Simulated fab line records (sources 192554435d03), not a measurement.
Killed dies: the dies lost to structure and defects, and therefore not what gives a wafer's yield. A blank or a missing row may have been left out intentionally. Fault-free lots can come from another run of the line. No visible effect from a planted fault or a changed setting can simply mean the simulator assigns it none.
Struck lot and sound lot, side by side || flow n5_finfet || 37 out of 1938 route steps
Sound: these wafers, L271.3, L271.5, L271.6. Wafers struck: L277.1, L277.3, L277.6. At the end, the cause is stated.
Order at every step that has rows: each side's tool, ch and its chambers, its first start. Under that, the readings that differ: sound wafers || struck wafers || difference of the means || sigmas: that difference in standard deviations of wafers without a fault.
alike: readings with means less than 2 such deviations apart, plus words and numbers identical on both sides. not compared: withheld readings, readings lacking a value on some wafer, bounds such as >300 that could conceal the same value, and numbers that have no deviation in the record and whose values overlap.
Wherever a step has rows on one side only, a row that says differs or no value, or a row with sigmas, the two part there. Non-overlapping numbers with no deviation appear without sigmas and do not part them. A reading that every wafer of one side lacks parts them only if that side has two wafers or more.

first, 8 steps without rows for these wafers: N5_BEOL_M3_ANNEAL_51 (time 90 s); N5_BEOL_M3_CMP_52 (polishes, stops on SiOC, t overpolish 6.8 s, target thk 40 nm); N5_BEOL_M3_PRE_CLEAN_60 (time 15 s); N5_BEOL_M3_CO_CAP_55 (material Co, precursor CCTBA/H2, target thk 2 nm, time 102.1 s); N5_BEOL_M3_PRE_CLEAN_56 (time 15 s); N5_BEOL_M3_DEP_57 (deposits SiCN from 3MS/NH3, target thk 8 nm, time 14 s); N5_BEOL_M4_ILD_DEP_00 (deposits SiOC from DEMS/O2, target thk 79 nm, time 15.3 s); N5_BEOL_M4_PECVD_72 (deposits SiO2 from TEOS/O2, target thk 16 nm, time 18 s).
N5_BEOL_M4_HM_DEP_02: deposits TiN, target thk 20 nm.
  struck on pvd_sputter-03, day 10 04:25; sound on pvd_sputter-03, day 8 12:31
{"reading": "model.TiN_of_BEOL_M4_HM_DEP_02.thk_nm (nm)", "sound": "19.6 19.8 19.6", "struck": "12.8 12.8 12.8", "difference": -6.9, "sigmas": ""}
  alike: substrate_temp_c, throttle_valve_pct
then, 16 steps without rows for these wafers: N5_BEOL_M4_COAT_61 (time 60 s, resist thk 60 nm); N5_BEOL_M4_COAT_62 (time 60 s, resist thk 12 nm); N5_BEOL_M4_COAT_73 (time 60 s, resist thk 5 nm); N5_BEOL_M4_COAT_05 (resist thk 30 nm); N5_BEOL_M4_EBR_07; N5_BEOL_M4_SOFTBAKE_06 (time 60 s); N5_BEOL_M4_EXPOSE_08 (exposes mask M4); N5_BEOL_M4_PEB_09 (peb time 60 s); N5_BEOL_M4_DEVELOP_10 (develop time 30 s); N5_BEOL_M4_DESCUM_16 (chemistry O2, time 7 s); N5_BEOL_M4_ETCH_74 (etches underlayer in N2/H2, target depth 6.5 nm, time 5.2 s); N5_BEOL_M4_ETCH_63 (etches SiARC in CF4, target depth 15.6 nm, time 26 s); N5_BEOL_M4_ETCH_64 (etches SOC in N2/H2, target depth 75 nm, overetch 22.5 nm, time 121.9 s); N5_BEOL_M4_STRIP_65 (strips in N2/H2); N5_BEOL_M4_STRIP_75 (strips in N2/H2); N5_BEOL_M4_STRIP_66 (strips in CF4).
N5_BEOL_M4_HM_OPEN_17: chemistry Cl2/BCl3, target TiN, target depth 20 nm, overetch 6 nm.
  sound on rie_metal-02 ch 0,1, day 8 13:36; struck on rie_metal-03 ch 0,1, day 10 05:13
{"reading": "model.etch.depth_nm (nm)", "sound": "19.64 19.87 19.67", "struck": "12.8 12.81 12.76", "difference": -6.9, "sigmas": ""}
  alike: drypump_motor_current_A, oes_product_au, throttle_valve_pct
  not compared: rf_hours_counter_h
then, 8 steps without rows for these wafers: N5_BEOL_M4_STRIP_19 (strips in O2); N5_BEOL_M4_COAT_67 (time 60 s, resist thk 60 nm); N5_BEOL_M4_COAT_68 (time 60 s, resist thk 12 nm); N5_BEOL_M4_COAT_76 (time 60 s, resist thk 5 nm); N5_BEOL_M4_COAT_22 (resist thk 30 nm); N5_BEOL_M4_EBR_24; N5_BEOL_M4_SOFTBAKE_23 (time 60 s); N5_BEOL_M4_EXPOSE_25 (exposes mask V3, defocus 5 nm).
N5_BEOL_M4_TRENCH_ETCH_37: etches SiOC in C4F6/O2, target depth 55.555 nm, time 29.2 s.
  sound: rie_diel-05 ch 0,2,3; struck: rie_diel-02 ch 0,2,3
{"reading": "model.TiN_of_BEOL_M4_HM_DEP_02.thk_nm (nm)", "sound": "17.2 17.6 17.4", "struck": "10.4 10.4 10.4", "difference": -7.0, "sigmas": ""}
  alike: drypump_motor_current_A, oes_product_au, rf_vpp_V, showerhead_plenum_p_Torr, throttle_valve_pct
  not compared: rf_hours_counter_h
N5_BEOL_M4_RC_MEAS_101:
  sound on prober-02 ch 0, day 9 05:29; struck on prober-01 ch 0, day 11 15:35
  alike: DIBL_N, DIBL_P, IOFF_N, IOFF_P, ION_N, ION_P, SS_N, SS_P, VT_N, VT_P
then, 1 step without rows for these wafers: N5_PASSIVATION_PROBE_49.

## WHERE THEY PART
Nowhere in this record.

WHY: what the simulator had put in
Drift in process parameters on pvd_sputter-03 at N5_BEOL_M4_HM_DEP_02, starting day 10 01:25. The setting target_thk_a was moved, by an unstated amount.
